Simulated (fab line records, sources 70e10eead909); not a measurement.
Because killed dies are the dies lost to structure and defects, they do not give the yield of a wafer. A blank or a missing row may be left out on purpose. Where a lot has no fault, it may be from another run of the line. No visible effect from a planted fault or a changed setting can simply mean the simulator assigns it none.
Which tool did it? :: flow nandHarc :: Sampling: 14 lots, 42 wafers, 2 of 1302 route steps

== WHAT THE GAUGES SHOWED, per wafer ==
NHARC_A_M1_INSPECT_27. Usual: rawDefectCount reads 562 (standard deviation 140).
lot: L918
measured: day 23 02:53
on: defectInspect-02
rawDefectCount: 482 365 491
flag: 

lot: L919
measured: day 23 10:09
on: defectInspect-01
rawDefectCount: 399 568 543
flag: 

lot: L922
measured: day 24 14:59
on: defectInspect-02
rawDefectCount: 425 484 538
flag: 

lot: L921
measured: day 24 17:02
on: defectInspect-02
rawDefectCount: 696 608 590
flag: 

lot: L923
measured: day 25 11:23
on: defectInspect-01
rawDefectCount: 440 631 583
flag: 

lot: L926
measured: day 26 15:23
on: defectInspect-01
rawDefectCount: 510 425 360
flag: 

lot: L930
measured: day 28 14:06
on: defectInspect-01
rawDefectCount: 665 609 828
flag: 

lot: L933
measured: day 30 04:19
on: defectInspect-02
rawDefectCount: 667 540 738
flag: 

lot: L932
measured: day 30 11:14
on: defectInspect-02
rawDefectCount: 705 310 610
flag: 

lot: L936
measured: day 30 18:37
on: defectInspect-02
rawDefectCount: 438 423 481
flag: 

lot: L935
measured: day 30 23:08
on: defectInspect-01
rawDefectCount: 418 448 548
flag: 

lot: L938
measured: day 31 13:23
on: defectInspect-02
rawDefectCount: 546 536 586
flag: 

lot: L941
measured: day 32 13:16
on: defectInspect-01
rawDefectCount: 594 581 544
flag: 

lot: L940
measured: day 32 14:40
on: defectInspect-01
rawDefectCount: 574 598 748
flag: 

== WHICH TOOL RAN EACH LOT (tool, then ch and the chambers of the sampled wafers, then the start) ==
lot: L918
NHARC_A_M1_PVD_20: pvdSputter-01, day 23 02:53 or earlier

lot: L919
NHARC_A_M1_PVD_20: pvdSputter-03, day 23 10:09 or earlier

lot: L922
NHARC_A_M1_PVD_20: pvdSputter-03, day 24 14:59 or earlier

lot: L921
NHARC_A_M1_PVD_20: pvdSputter-03, day 24 17:02 or earlier

lot: L923
NHARC_A_M1_PVD_20: pvdSputter-02, day 25 11:23 or earlier

lot: L926
NHARC_A_M1_PVD_20: pvdSputter-03, day 26 15:23 or earlier

lot: L930
NHARC_A_M1_PVD_20: pvdSputter-02, day 28 14:06 or earlier

lot: L933
NHARC_A_M1_PVD_20: pvdSputter-01, day 30 04:19 or earlier

lot: L932
NHARC_A_M1_PVD_20: pvdSputter-02, day 30 11:14 or earlier

lot: L936
NHARC_A_M1_PVD_20: pvdSputter-02, day 30 18:37 or earlier

lot: L935
NHARC_A_M1_PVD_20: pvdSputter-01, day 30 23:08 or earlier

lot: L938
NHARC_A_M1_PVD_20: pvdSputter-01, day 31 13:23 or earlier

lot: L941
NHARC_A_M1_PVD_20: pvdSputter-03, day 32 13:16 or earlier

lot: L940
NHARC_A_M1_PVD_20: pvdSputter-01, day 32 14:40 or earlier
- NHARC_A_M1_PVD_20: deposits TaN, target thk 5 nm, time 8.06 s.

== WHAT THE TOOLS THEMSELVES READ (means of the sampled wafers that have a number; where no wafer has one, the mark that the record gives instead) ==
NHARC_A_M1_PVD_20. Usual: substrateTempC 50.00 C, standard deviation 0.11; throttleValvePct 30.1 %, standard deviation 0.85.
lot: L918
tool: pvdSputter-01
substrateTempC (C): 50.03
throttleValvePct (%): 30.0
flag: 

lot: L919
tool: pvdSputter-03
substrateTempC (C): 49.97
throttleValvePct (%): 29.6
flag: 

lot: L922
tool: pvdSputter-03
substrateTempC (C): 50.09
throttleValvePct (%): 30.9
flag: 

lot: L921
tool: pvdSputter-03
substrateTempC (C): 50.00
throttleValvePct (%): 30.0
flag: 

lot: L923
tool: pvdSputter-02
substrateTempC (C): 50.01
throttleValvePct (%): 29.2
flag: 

lot: L926
tool: pvdSputter-03
substrateTempC (C): 50.09
throttleValvePct (%): 29.9
flag: 

lot: L930
tool: pvdSputter-02
substrateTempC (C): 50.06
throttleValvePct (%): 30.7
flag: 

lot: L933
tool: pvdSputter-01
substrateTempC (C): 49.94
throttleValvePct (%): 29.7
flag: 

lot: L932
tool: pvdSputter-02
substrateTempC (C): 50.01
throttleValvePct (%): 30.1
flag: 

lot: L936
tool: pvdSputter-02
substrateTempC (C): 49.85
throttleValvePct (%): 30.0
flag: 

lot: L935
tool: pvdSputter-01
substrateTempC (C): 49.87
throttleValvePct (%): 29.5
flag: 

lot: L938
tool: pvdSputter-01
substrateTempC (C): 49.95
throttleValvePct (%): 29.7
flag: 

lot: L941
tool: pvdSputter-03
substrateTempC (C): 50.01
throttleValvePct (%): 30.5
flag: 

lot: L940
tool: pvdSputter-01
substrateTempC (C): 50.02
throttleValvePct (%): 30.2
flag: 

== THE ANSWER, worked out from the rows above alone ==
Rule: lot off if the mean of its wafers having a number is beyond 3 standard deviations from the usual mean. Also off: a lot with no number at a reading for which 4 or more lots have one. Any other lot the step has rows for is counted as sound. The gauges are gone through in route order, then the tools' own readings, and for those a lot's mean is taken as printed above. The first step at which some lot is off is used, and at that step the reading that is off furthest; a lot without a number counts as furthest.
No lot is off at any reading shown: from this, nothing can be told.

== WHAT THE SIMULATOR HAD INSERTED ==
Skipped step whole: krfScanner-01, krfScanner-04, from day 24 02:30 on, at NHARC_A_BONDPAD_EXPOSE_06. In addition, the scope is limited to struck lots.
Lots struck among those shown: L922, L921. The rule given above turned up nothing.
